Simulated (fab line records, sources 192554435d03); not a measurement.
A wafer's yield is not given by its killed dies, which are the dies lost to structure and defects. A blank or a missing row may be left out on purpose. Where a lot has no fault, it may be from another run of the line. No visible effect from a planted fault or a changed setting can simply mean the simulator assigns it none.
Lot-split experiment | flow n5-finfet | route with 1938 steps; 7 lots, 21 wafers read

== THE SPLIT ==
At N5_BEOL_M4_HM_DEP_02 (deposits TiN, target thk 20 nm), the setting target-thk-a was moved away from the recipe's 200 angstrom on 5 of the 21 wafers read, by +5.6% to +13.1%. This setting was run at the recipe's value on the other wafers.

== FROM THE SPLIT TO THE READING: what the file shows between them, 21 steps ==
- N5_BEOL_M4_EXPOSE_08: exposes mask M4 (also split here: dose-mj)
- N5_BEOL_M4_PEB_09: peb time 60 s
- N5_BEOL_M4_DEVELOP_10: develop time 30 s
- N5_BEOL_M4_CD_MEAS_11: target cd 16.79 nm
- N5_BEOL_M4_DESCUM_16: chemistry O2, time 7 s
- N5_BEOL_M4_ETCH_74: etches underlayer in N2/H2, target depth 6.5 nm, time 5.2 s
- N5_BEOL_M4_ETCH_63: etches SiARC in CF4, target depth 15.6 nm, time 26 s
- N5_BEOL_M4_ETCH_64: etches SOC in N2/H2, target depth 75 nm, overetch 22.5 nm, time 121.9 s
- N5_BEOL_M4_STRIP_75: strips in N2/H2
- N5_BEOL_M4_STRIP_66: strips in CF4
- N5_BEOL_M4_HM_OPEN_17: chemistry Cl2/BCl3, target TiN, target depth 20 nm, overetch 6 nm
- N5_BEOL_M4_STRIP_19: strips in O2
- N5_BEOL_M4_CD_MEAS_18: pitch 36 nm, target cd 18 nm
- N5_BEOL_M4_DESCUM_33: chemistry O2, time 7 s (also split here: time-s)
- N5_BEOL_M4_ETCH_77: etches underlayer in N2/H2, target depth 6.5 nm, time 5.2 s
- N5_BEOL_M4_ETCH_69: etches SiARC in CF4, target depth 15.6 nm, time 26 s
- N5_BEOL_M4_ETCH_70: etches SOC in N2/H2, target depth 80 nm, overetch 24 nm, time 130 s (also split here: time-s)
- N5_BEOL_M4_STRIP_71: strips in N2/H2
- N5_BEOL_M4_STRIP_78: strips in N2/H2
- N5_BEOL_M4_STRIP_83: strips in C4F6/O2
- N5_BEOL_M4_STRIP_36: strips in N2/H2

== THE READING ==
TiN_of_BEOL_M4_HM_DEP_02.thk-nm (the simulator's own value, which no gauge read), in nm, at N5_BEOL_M4_TRENCH_ETCH_37 (etches SiOC in C4F6/O2, target depth 55.555 nm, time 29.2 s). No usual value for it is given in the file. Average 17.5 nm, standard deviation 0.22 nm, over the 16 wafers here run with the recipe.

wafer  | tool, chamber at the split | target-thk-a as run, angstrom | against the recipe | TiN_of_BEOL_M4_HM_DEP_02.thk-nm, nm | against lot-mates on the recipe
L074.3 | pvd-sputter-02, -          | 213.1                         | +6.5%              | 18.2                                | +0.8
L074.4 | pvd-sputter-02, -          | 200                           | recipe             | 17.4                                | -
L074.6 | pvd-sputter-02, -          | 213.1                         | +6.5%              | 18.4                                | +1.0
L075.1 | pvd-sputter-01, -          | 200                           | recipe             | 17.6                                | -
L075.3 | pvd-sputter-01, -          | 200                           | recipe             | 17.4                                | -
L075.4 | pvd-sputter-01, -          | 200                           | recipe             | 18                                  | -
L079.1 | pvd-sputter-03, -          | 211.2                         | +5.6%              | 18.2                                | +1.0
L079.3 | pvd-sputter-03, -          | 200                           | recipe             | 17.2                                | -
L079.6 | pvd-sputter-03, -          | 200                           | recipe             | 17.2                                | -
L083.2 | pvd-sputter-03, -          | 200                           | recipe             | 17.4                                | -
L083.6 | pvd-sputter-03, -          | 200                           | recipe             | 17.4                                | -
L083.4 | pvd-sputter-03, -          | 226.3                         | +13.1%             | 20.2                                | +2.8
L087.1 | pvd-sputter-03, -          | 200                           | recipe             | 17.8                                | -
L087.4 | pvd-sputter-03, -          | 200                           | recipe             | 17.8                                | -
L087.6 | pvd-sputter-03, -          | 200                           | recipe             | 17.8                                | -
L090.3 | pvd-sputter-03, -          | 200                           | recipe             | 17.4                                | -
L090.5 | pvd-sputter-03, -          | 200                           | recipe             | 17.4                                | -
L090.4 | pvd-sputter-03, -          | 200                           | recipe             | 17.6                                | -
L091.2 | pvd-sputter-02, -          | 200                           | recipe             | 17.6                                | -
L091.5 | pvd-sputter-02, -          | 200                           | recipe             | 17.6                                | -
L091.6 | pvd-sputter-02, -          | 222.2                         | +11.1%             | 20                                  | +2.4

FIT RESULTS
A straight line over all 21 wafers: TiN_of_BEOL_M4_HM_DEP_02.thk-nm changes by +0.188 nm for each +1% of target-thk-a; r = +0.94; the points scatter about the line by 0.28 nm.
The same after taking each lot's own level away (the mean of its wafers on the recipe; 21 wafers): +0.198 nm for each +1%; r = +0.98; scatter 0.18 nm.
According to that fit, moving target-thk-a by its largest amount changes the reading by 2.6 nm.
From 17.20 to 17.80 nm: that is the span of the lots' own levels, equal to 2.7 times the standard deviation above.
Hence the lot-to-lot level has little effect on the slope; both slopes agree.
Check: for one of the wafers moved furthest among these (+13.1%), held out of the fit, the line's prediction against its lot-mates is +2.42 nm. Against them it came out at +2.8 nm.

== OTHER SPLITS APPLIED TO THESE WAFERS ==
Note: prior to the reading, these wafers also went through further splits. Each is held against what the fit with the lots' levels taken away leaves over:
other split on the same wafers | wafers away from the commonest value | r with TiN_of_BEOL_M4_HM_DEP_02.thk-nm (lot level and that fit taken away)
N5_BEOL_M3_DESCUM_33 time-s    | 8                                    | -0.21
N5_BEOL_M4_EXPOSE_08 dose-mj   | 9                                    | -0.06
N5_BEOL_M4_DESCUM_33 time-s    | 4                                    | +0.13
N5_BEOL_M4_ETCH_70 time-s      | 11                                   | -0.11

== THE WHOLE CHAIN: every reading that the file lists as answering this split, in the file's order ==
step                      | what it does                                                      | reading                                                                          | change (the file's fit)               | r (the file's)
N5_BEOL_M4_HM_DEP_02      | deposits TiN, target thk 20 nm                                    | TiN_of_BEOL_M4_HM_DEP_02.thk-nm (the simulator's own value, which no gauge read) | +0.208 nm for each +1% of the setting | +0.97
N5_BEOL_M4_HM_OPEN_17     | chemistry Cl2/BCl3, target TiN, target depth 20 nm, overetch 6 nm | etch.depth-nm (the simulator's own value, which no gauge read)                   | +0.207 nm for each +1% of the setting | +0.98
N5_BEOL_M4_TRENCH_ETCH_37 | etches SiOC in C4F6/O2, target depth 55.555 nm, time 29.2 s       | TiN_of_BEOL_M4_HM_DEP_02.thk-nm (the simulator's own value, which no gauge read) | +0.202 nm for each +1% of the setting | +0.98

== THE FILE'S OWN FIT ==
TiN_of_BEOL_M4_HM_DEP_02.thk-nm changes by +0.202 nm for each +1% of target-thk-a, r = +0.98.
